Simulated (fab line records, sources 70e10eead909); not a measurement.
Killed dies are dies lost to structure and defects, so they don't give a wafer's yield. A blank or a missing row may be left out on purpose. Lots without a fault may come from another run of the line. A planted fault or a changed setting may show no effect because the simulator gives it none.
fab line records | flow nand_harc
record lots=13 wafers=37 last_day=34
route steps=1302 shown A_STAIRCASE@885 A_SGD_CUT@890 END@1302
lots that met no fault: from a run of the same line without faults
start_h: hours from the record's first day to the start of the lot's first wafer shown | wait_h: hours since the lot's step before | " the same as in the row above | L1.1+2: a row that stands for several wafers | - no value, or no start given | * or withheld: withheld | < > ~ a bound
route shown NAME@n: a module of which the file shows steps, and the number in the route of the first | usual: mean/standard deviation of fault-free wafers | same: alike in all rows | chamber/n: place in a boat | sites: the reading at each site | _std_site: their standard deviation | _edge_site: outer sites' mean less inner sites' | radius_mm: how far each site lies from the wafer's centre | mask NAME#n: copy n | behind: the tool/chamber that last shaped the wafer | hold: why the lot was held/for how many hours/how that ended | device: the transistor (n, p or np) that didn't switch | end of line: the same wafers' tests at the end of the route | a step without rows: its recipe alone | killed: dies lost to structure and defects at the first sort, not the wafer's yield | map: a wafer's dies, x killed, . not, _ none there
set.NAME: the setting as run; set.NAME@STEP: as run at that earlier step | model.NAME: the simulator's own value behind a step, which no gauge read
steps of the route over a sample of lots; a table a step, a row a wafer
services: from which hour (start_h, from the record's first day; less than 0 if before it) a tool's chamber was out of use, for how many hours, and why
## steps
# step NHARC_A_STAIRCASE_DEP_471
# recipe target_thk_a=1000 temp_c=400 pressure_torr=6.5 rf_w=900 teos_flow_sccm=161.4 flow_sccm=2650 target_thk_nm=100 gas=O2 material=SiO2
# usual heater_power_w=582/140 throttle_valve_pct=16.1/0.41
# columns lot.wafer tool chamber start_h wait_h heater_power_w throttle_valve_pct
L858.1 pecvd-01 1 427.39 - 876 16.5
L858.6 " 0 " " 484 15.8
L858.5 " 2 " " 592 16.2
L859.2 pecvd-01 0 448.25 - 449 15.6
L859.1 " 1 " " 866 16.8
L859.6 " 1 " " 880 16.6
L861.1 pecvd-03 1 475.66 - 537 16.7
L861.3 " 1 " " 545 16.6
L861.6 " 2 " " 521 15.6
L864.3 pecvd-03 1 485.10 - 582 16.5
L864.4 " 2 " " 607 15.3
L864.5 " 1 " " 585 16.6
L863.2 pecvd-03 1 499.73 - 592 16.6
L863.4 " 2 " " 500 15.4
L863.6 " 2 " " 509 15.3
L869.2 pecvd-01 2 545.18 - 665 15.8
L869.6 " 1 " " 776 16.0
L869.5 " 2 " " 669 15.6
L868.2 pecvd-04 1 545.28 - 352 16.4
L868.5 " 1 " " 362 16.5
L870.6 pecvd-01 2 556.47 - 521 15.8
L870.5 " 1 " " 828 16.1
L874.3 pecvd-04 2 588.53 - 585 16.0
L874.1 " 1 " " 416 16.7
L874.6 " 2 " " 584 16.3
L876.3 pecvd-03 2 623.05 - 544 15.6
L876.1 " 0 " " 489 15.8
L876.6 " 1 " " 678 16.6
L877.1 pecvd-04 1 623.34 - 375 16.6
L877.3 " 1 " " 395 16.6
L877.6 " 1 " " 390 16.6
L879.3 pecvd-01 1 642.43 - 842 16.6
L879.1 " 0 " " 432 16.0
L879.6 " 1 " " 661 16.6
L881.1 pecvd-04 0 671.58 - 679 15.7
L881.3 " 1 " " 448 16.5
L881.5 " 2 " " 607 15.9
# step NHARC_A_SGD_CUT_DEP_00
# recipe target_thk_a=500 temp_c=400 target_thk_nm=50 flow_sccm=200 rf_w=450 material=SiNx
# usual heater_power_w=743/130
# columns lot.wafer tool chamber start_h wait_h heater_power_w
L858.1 pecvd-01 2 428.05 0.1 699
L858.5 " 0 " " 654
L858.6 " 1 " " 906
L859.2 pecvd-01 1 448.93 0.1 971
L859.1 " 2 " " 665
L859.6 " 1 " " 974
L861.3 pecvd-04 1 476.43 0.1 587
L861.1 " 2 " " 837
L861.6 " 0 " " 811
L864.3 pecvd-02 1 485.87 0.2 737
L864.4 " 2 " " 811
L864.5 " 2 " " 809
L863.2 pecvd-04 1 500.49 0.1 595
L863.4 " 0 " " 834
L863.6 " 2 " " 841
L869.2 pecvd-01 0 545.90 0.1 504
L869.6 " 1 " " 955
L869.5 " 0 " " 512
L868.2 pecvd-02 2 545.96 0.1 832
L868.5 " 1 " " 778
L870.6 pecvd-01 0 557.18 0.2 620
L870.5 " 1 " " 898
L874.1 pecvd-01 2 589.22 0.1 698
L874.3 " 1 " " 871
L874.6 " 1 " " 843
L876.3 pecvd-01 1 623.74 0.1 859
L876.1 " 0 " " 495
L876.6 " 0 " " 505
L877.1 pecvd-04 0 624.15 0.1 757
L877.3 " 1 " " 589
L877.6 " 0 " " 769
L879.1 pecvd-02 0 643.11 0.1 628
L879.3 " 2 " " 901
L879.6 " 0 " " 629
L881.3 pecvd-04 1 672.24 0.1 636
L881.1 " 0 " " 712
L881.5 " 2 " " 769
# step NHARC_A_SGD_CUT_DESCUM_14
# recipe time_s=3 o2_flow_sccm=200 ar_flow_sccm=0 bias_power_w=0 chemistry=O2
# usual drypump_motor_current_A=5.5/0.33 oes_product_au=1.001/0.013 rf_vpp_V=57.7/0.8 showerhead_plenum_p_Torr=1.88/0.077 throttle_valve_pct=11.312/0.0095
# columns lot.wafer tool chamber start_h wait_h drypump_motor_current_A oes_product_au rf_hours_counter_h rf_vpp_V showerhead_plenum_p_Torr throttle_valve_pct
L858.1 rie_diel-10 3 428.84 0.1 5.2 1.007 0 56.8 1.83 11.311
L858.5 " 3 " " 5.2 1.007 - 56.5 1.83 11.324
L858.6 " 0 " " 5.9 1.006 - 58.5 1.89 11.305
L859.1 rie_diel-10 1 449.69 0.1 5.6 1.007 1 57.8 1.78 11.309
L859.2 " 2 " " 5.4 0.996 1 58.0 1.89 11.313
L859.6 " 2 " " 5.4 0.989 - 56.6 1.88 11.315
L861.1 rie_diel-05 1 477.33 0.1 5.5 1.021 6 57.2 1.82 11.323
L861.3 " 0 " " 5.5 0.992 6 58.0 1.99 11.306
L861.6 " 2 " " 6.2 1.000 - 57.6 1.82 11.317
L864.3 rie_diel-05 0 486.66 0.1 5.5 0.988 7 57.6 1.99 11.321
L864.4 " 1 " " 5.5 1.025 7 57.6 1.82 11.306
L864.5 " 0 " " 5.5 0.984 - 59.0 1.99 11.301
L863.2 rie_diel-05 2 501.36 0.1 6.2 1.024 7 57.9 1.82 11.317
L863.4 " 0 " " 5.5 0.999 7 57.6 1.99 11.319
L863.6 " 2 " " 6.2 1.000 - 58.8 1.82 11.316
L869.2 rie_diel-05 3 546.75 0.1 5.6 1.017 11 56.7 1.95 11.311
L869.5 " 2 " " 6.2 1.002 - 56.9 1.82 11.311
L869.6 " 3 " " 5.6 0.995 - 57.0 1.95 11.317
L868.2 rie_diel-10 0 546.91 0.1 5.9 1.021 8 55.7 1.88 11.319
L868.5 " 3 " " 5.2 0.992 - 59.0 1.83 11.310
L870.6 rie_diel-10 2 558.01 0.1 5.5 1.012 - 56.9 1.88 11.317
L870.5 " 3 " " 5.2 1.011 - 57.2 1.83 11.311
L874.1 rie_diel-10 2 590.13 0.1 5.4 0.991 9 57.6 1.88 11.327
L874.3 " 1 " " 5.6 0.997 9 58.3 1.78 11.294
L874.6 " 3 " " 5.3 0.989 - 58.5 1.83 11.309
L876.3 rie_diel-05 3 624.66 0.1 5.6 0.995 2 57.4 1.94 11.288
L876.1 " 1 " " 5.5 1.012 2 57.0 1.81 11.305
L876.6 " 2 " " 6.2 1.014 - 58.1 1.82 11.319
L877.1 rie_diel-13 2 625.10 0.1 5.1 0.990 3 58.1 2.03 11.313
L877.3 " 1 " " 4.8 0.983 4 57.5 1.98 11.303
L877.6 " 2 " " 5.2 0.997 - 57.7 2.03 11.333
L879.3 rie_diel-10 0 644.05 0.1 5.9 1.004 2 58.3 1.88 11.304
L879.1 " 1 " " 5.6 1.019 2 57.8 1.78 11.312
L879.6 " 3 " " 5.3 0.991 - 58.9 1.83 11.315
L881.1 rie_diel-10 0 673.16 0.1 5.9 1.011 4 56.2 1.88 11.291
L881.3 " 1 " " 5.6 1.014 5 58.2 1.78 11.316
L881.5 " 0 " " 5.9 1.012 - 57.0 1.88 11.308
# step NHARC_A_SGD_CUT_DEP_20
# recipe target_thk_a=1500 temp_c=65 material=SiO2
# columns lot.wafer tool chamber start_h wait_h
L858.1+5+6 fcvd-02 1,0,1 429.98 -
L859.2+1+6 fcvd-01 1,0,1 450.80 -
L861.1+3+6 fcvd-02 0 478.47 -
L864.4+3+5 fcvd-02 1,0,1 487.82 -
L863.2+4+6 fcvd-01 0,1,0 502.51 -
L869.2+6+5 fcvd-02 0,0,1 547.86 -
L868.2+5 fcvd-02 0,1 548.04 -
L870.6+5 fcvd-02 1,0 559.19 -
L874.1+3+6 fcvd-01 1,1,0 591.26 -
L876.1+3+6 fcvd-01 0,1,1 625.79 -
L877.1+3+6 fcvd-02 1,0,0 626.63 -
L879.1+3+6 fcvd-02 1,0,1 645.18 -
L881.1+3+5 fcvd-01 0,1,1 674.32 0.1
# step NHARC_A_SGD_CUT_THK_MEAS_22
# recipe thk_meas_gauge=ellipsometry
# usual thk_nm=148.1/1.4
# columns lot.wafer tool chamber start_h wait_h thk_nm
L858.1 film_metro-01 - 435.00 0.2 149.8
L858.5 " - " " 147.6
L858.6 " - " " 147.6
L859.1 film_metro-02 - 456.10 0.2 148.9
L859.2 " - " " 146.2
L859.6 " - " " 147.3
L861.1 film_metro-01 - 482.71 0.2 148.2
L861.3 " - " " 149.9
L861.6 " - " " 149.3
L864.3 film_metro-02 - 496.51 0.2 150.3
L864.4 " - " " 147.0
L864.5 " - " " 145.2
L863.2 film_metro-01 - 509.24 0.2 147.7
L863.4 " - " " 147.9
L863.6 " - " " 146.9
L868.2 film_metro-01 - 553.82 0.2 147.7
L868.5 " - " " 132.5
L869.2 film_metro-02 - 553.82 0.2 148.4
L869.5 " - " " 132.4
L869.6 " - " " 133.9
L870.5 film_metro-02 - 563.98 0.1 135.5
L870.6 " - " " 130.3
L874.1 film_metro-01 - 596.25 0.2 151.3
L874.3 " - " " 149.7
L874.6 " - " " 148.6
L876.1 film_metro-01 - 630.67 0.2 148.9
L876.3 " - " " 148.3
L876.6 " - " " 148.8
L877.1 film_metro-02 - 630.67 0.2 147.6
L877.3 " - " " 148.4
L877.6 " - " " 149.3
L879.1 film_metro-02 - 650.18 0.2 148.8
L879.3 " - " " 148.3
L879.6 " - " " 147.5
L881.1 film_metro-02 - 678.88 0.2 148.8
L881.3 " - " " 147.8
L881.5 " - " " 149.5
# step NHARC_END_SORT_01
# recipe temp_c=25
# usual killed_at_array=57/21 killed_at_other=0.9/1.2 killed_at_periphery=4.2/2.9 killed_dies=62/21 killed_open=3.2/1.8 killed_short=2.4/1.5
# same gross_dies=677
# columns lot.wafer tool chamber start_h wait_h killed_at_array killed_at_other killed_at_periphery killed_dies killed_open killed_short
L870.6 prober-02 0 686.20 4.0 43 0 8 51 2 5
# killed by level:class
L870.6 A_CHANNEL_HOLE_D1:chamber_film_flake=28 P_M1:chamber_film_flake=4 A_WL_FILL:chamber_film_flake=4 A_STAIRCASE:chamber_film_flake=3 P_CONTACT:geometric_particle:open=2 A_CHANNEL_HOLE_D1:geometric_particle:short=2 A_CONTACT:chamber_film_flake=2 P_CONTACT:geometric_particle:short=1
## services
# columns tool chamber start_h hours kind
fcvd-02 0 403.45 3.7 repair
rie_diel-05 - 406.67 9.0 pm
rie_diel-10 - 419.50 9.0 pm
rie_diel-10 2 433.13 7.3 repair
pecvd-04 2 443.61 13.2 repair
fcvd-02 - 450.00 13.0 pm
pecvd-04 - 450.12 13.0 pm
rie_diel-10 2 455.14 9.8 repair
rie_diel-10 - 468.31 0.4 repair
rie_diel-10 1 481.70 7.3 repair
pecvd-01 - 492.10 13.0 pm
pecvd-04 2 513.78 3.5 repair
fcvd-01 - 516.41 0.7 repair
fcvd-01 - 547.00 13.0 pm
pecvd-01 2 568.58 2.3 repair
fcvd-02 - 582.03 0.8 repair
rie_diel-10 - 596.56 9.0 pm
fcvd-02 0 596.85 2.9 repair
fcvd-02 - 601.26 1.4 repair
fcvd-02 - 631.00 13.0 pm
pecvd-04 - 631.12 13.0 pm
pecvd-04 - 644.23 1.3 repair
rie_diel-10 - 669.69 1.9 repair
pecvd-01 - 673.10 13.0 pm
## key
first_sign step=NHARC_A_SGD_CUT_THK_MEAS_22 reading=thk_nm direction=down sigmas=11 usual=148.1 struck=132.9
effect none on later readings
met_at NHARC_A_SGD_CUT_DEP_20
struck_lots L868,L869,L870
struck_wafers L868.5,L869.5,L869.6,L870.5,L870.6
tester_left_out L868,L869,L870
not_acting_at NHARC_A_STAIRCASE_DEP_471,NHARC_A_SGD_CUT_DEP_00,NHARC_A_SGD_CUT_DESCUM_14
fault kind=process_parameter_drift tool=fcvd-02 chamber=- onset_h=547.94 steps=NHARC_A_SGD_CUT_DEP_20 channel=target_thk_a offset=* shape=step end_h=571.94 scope=struck_wafers_only acts_in=* stated=*
# tester_left_out: of these lots the tester's yield and bins aren't shown, on N5 and GAA mostly nor the transistor test; their killed dies are dies lost to structure and defects alone, not to doping, threshold or leakage, so they don't give the yield
